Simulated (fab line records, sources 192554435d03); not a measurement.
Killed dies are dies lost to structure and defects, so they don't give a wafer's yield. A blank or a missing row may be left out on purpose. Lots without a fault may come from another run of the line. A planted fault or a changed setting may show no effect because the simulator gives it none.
Split-lot experiment | flow n5_finfet | 7 lots, 39 wafers read, on a route of 1938 steps

THE SPLIT
At N5_BEOL_M7_TRENCH_ETCH_37 (etches SiCOH lowk in C4F6/O2, target depth 93.478 nm, time 31.2 s), the setting target_depth_a was moved away from the recipe's 934.78 angstrom on 15 of the 39 wafers read, by -52.2% to +46.0%. The other wafers ran this setting at the recipe's value.

FROM THE SPLIT TO THE READING: what the file shows between them, 11 steps
- N5_BEOL_M7_ETCH_41: etches SiCN in CH3F/O2, target depth 31.9 nm, time 57.8 s
- N5_BEOL_M7_STRIP_80: strips in N2/H2, time 10 s
- N5_BEOL_M7_OCD_MEAS_38
- N5_BEOL_M7_HM_STRIP_39: strips TiN in peroxide tin strip, target depth 25 nm, time 158 s
- N5_BEOL_M7_SRD_40: time 30 s
- N5_BEOL_M7_ECD_50: material Cu, target thk 300 nm
- N5_BEOL_M7_ANNEAL_51: time 90 s
- N5_BEOL_M7_CMP_52: polishes, stops on SiCOH lowk, t overpolish 6.9 s, target thk 80 nm
- N5_BEOL_M7_THK_MEAS_53: measures by xrf
- N5_BEOL_M7_PRE_CLEAN_55: time 15 s
- N5_BEOL_M7_DEP_56: deposits SiCN from 3MS/NH3, target thk 10 nm, time 17.5 s

THE READING
M7_RS, in ohm/sq, at N5_BEOL_M7_RS_MEAS_57 (measures by four-point-probe). Fault-free wafers of this fab line usually give 0.289 ohm/sq, standard deviation 0.0073 ohm/sq.

wafer  | tool, chamber at the split | target_depth_a as run, angstrom | against the recipe | M7_RS, ohm/sq | against lot-mates on the recipe
L074.1 | rie_diel-03, 0             | 1365                            | +46.0%             | 0.174         | -0.110
L074.2 | rie_diel-03, 1             | 1365                            | +46.0%             | 0.173         | -0.111
L074.3 | rie_diel-03, 2             | 1365                            | +46.0%             | 0.177         | -0.107
L074.4 | rie_diel-03, 3             | 934.78                          | recipe             | 0.292         | -
L074.5 | rie_diel-03, 0             | 934.78                          | recipe             | 0.281         | -
L074.6 | rie_diel-03, 1             | 934.78                          | recipe             | 0.278         | -
L076.1 | rie_diel-03, 0             | 709.1                           | -24.1%             | 0.430         | +0.137
L076.2 | rie_diel-03, 2             | 934.78                          | recipe             | 0.291         | -
L076.3 | rie_diel-03, 1             | 934.78                          | recipe             | 0.294         | -
L076.4 | rie_diel-03, 3             | 709.1                           | -24.1%             | 0.450         | +0.157
L076.5 | rie_diel-03, 1             | 709.1                           | -24.1%             | 0.442         | +0.149
L076.6 | rie_diel-03, 0             | 934.78                          | recipe             | 0.293         | -
L080.1 | rie_diel-04, 0             | 736.9                           | -21.2%             | 0.386         | +0.101
L080.2 | rie_diel-04, 1             | 934.78                          | recipe             | 0.288         | -
L080.3 | rie_diel-04, 2             | 736.9                           | -21.2%             | 0.410         | +0.125
L080.4 | rie_diel-04, 3             | 736.9                           | -21.2%             | 0.405         | +0.120
L080.5 | rie_diel-04, 0             | 934.78                          | recipe             | 0.276         | -
L080.6 | rie_diel-04, 1             | 934.78                          | recipe             | 0.291         | -
L087.1 | rie_diel-02, 2             | 680.1                           | -27.2%             | 0.484         | +0.197
L087.2 | rie_diel-02, 0             | 934.78                          | recipe             | 0.294         | -
L087.3 | rie_diel-02, 3             | 934.78                          | recipe             | 0.283         | -
L087.4 | rie_diel-02, 1             | 680.1                           | -27.2%             | 0.478         | +0.191
L087.5 | rie_diel-02, 3             | 934.78                          | recipe             | 0.285         | -
L087.6 | rie_diel-02, 2             | 680.1                           | -27.2%             | 0.482         | +0.195
L090.2 | rie_diel-02, 0             | 934.78                          | recipe             | 0.286         | -
L090.4 | rie_diel-02, 1             | 934.78                          | recipe             | 0.287         | -
L090.5 | rie_diel-02, 1             | 934.78                          | recipe             | 0.293         | -
L094.1 | rie_diel-04, 2             | 934.78                          | recipe             | 0.287         | -
L094.2 | rie_diel-04, 1             | 934.78                          | recipe             | 0.284         | -
L094.3 | rie_diel-04, 3             | 934.78                          | recipe             | 0.279         | -
L094.4 | rie_diel-04, 3             | 934.78                          | recipe             | 0.273         | -
L094.5 | rie_diel-04, 1             | 934.78                          | recipe             | 0.291         | -
L094.6 | rie_diel-04, 2             | 934.78                          | recipe             | 0.294         | -
L096.1 | rie_diel-03, 0             | 446.9                           | -52.2%             | 0.901         | +0.615
L096.2 | rie_diel-03, 2             | 934.78                          | recipe             | 0.281         | -
L096.3 | rie_diel-03, 1             | 446.9                           | -52.2%             | 0.878         | +0.592
L096.4 | rie_diel-03, 3             | 934.78                          | recipe             | 0.293         | -
L096.5 | rie_diel-03, 3             | 934.78                          | recipe             | 0.284         | -
L096.6 | rie_diel-03, 2             | 446.9                           | -52.2%             | 0.954         | +0.668

THE FIT
A straight line over all 39 wafers: M7_RS changes by -0.00705 ohm/sq for each +1% of target_depth_a; r = -0.87; the points scatter about the line by 0.09 ohm/sq.
The same after taking each lot's own level away (the mean of its wafers on the recipe; 39 wafers): -0.00701 ohm/sq for each +1%; r = -0.86; scatter 0.091 ohm/sq.
On that fit, the largest move of target_depth_a shifts the reading by 0.37 ohm/sq.
The lots' own levels span 0.2837 to 0.2927 ohm/sq, that is 1.2 times the standard deviation above.
So the lot-to-lot level changes the slope little: the two slopes agree.
Check: with one of the wafers moved furthest among these (-52.2%) left out of the fit, the line predicts +0.363 ohm/sq for it against its lot-mates. It came out at +0.615 ohm/sq against them.

THE WHOLE CHAIN: every reading that the file lists as answering this split, in the file's order
step                      | what it does                                                        | reading                                                                          | change (the file's fit)                | r (the file's)
N5_BEOL_M7_TRENCH_ETCH_37 | etches SiCOH lowk in C4F6/O2, target depth 93.478 nm, time 31.2 s   | etch.depth_nm (the simulator's own value, which no gauge read)                   | +0.936 nm for each +1% of the setting  | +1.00
N5_BEOL_M7_TRENCH_ETCH_37 | etches SiCOH lowk in C4F6/O2, target depth 93.478 nm, time 31.2 s   | BEOL_M7.feature_depth_nm (the simulator's own value, which no gauge read)        | +0.935 nm for each +1% of the setting  | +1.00
N5_BEOL_M7_TRENCH_ETCH_37 | etches SiCOH lowk in C4F6/O2, target depth 93.478 nm, time 31.2 s   | TiN_of_BEOL_M7_HM_DEP_02.thk_nm (the simulator's own value, which no gauge read) | -0.0282 nm for each +1% of the setting | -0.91
N5_BEOL_M7_OCD_MEAS_38    |                                                                     | trench_depth_nm                                                                  | +0.934 nm for each +1% of the setting  | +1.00
N5_BEOL_M7_CMP_52         | polishes, stops on SiCOH lowk, t overpolish 6.9 s, target thk 80 nm | Cu_of_BEOL_M7_ECD_50.thk_nm (the simulator's own value, which no gauge read)     | +0.935 nm for each +1% of the setting  | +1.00
N5_BEOL_M7_THK_MEAS_53    | measures by xrf                                                     | M7_THK                                                                           | +0.934 for each +1% of the setting     | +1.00
N5_BEOL_M7_RS_MEAS_57     | measures by four-point-probe                                        | M7_RS                                                                            | -0.0074 for each +1% of the setting    | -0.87

THE FILE'S OWN FIT
M7_RS changes by -0.0074 ohm/sq for each +1% of target_depth_a, r = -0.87.
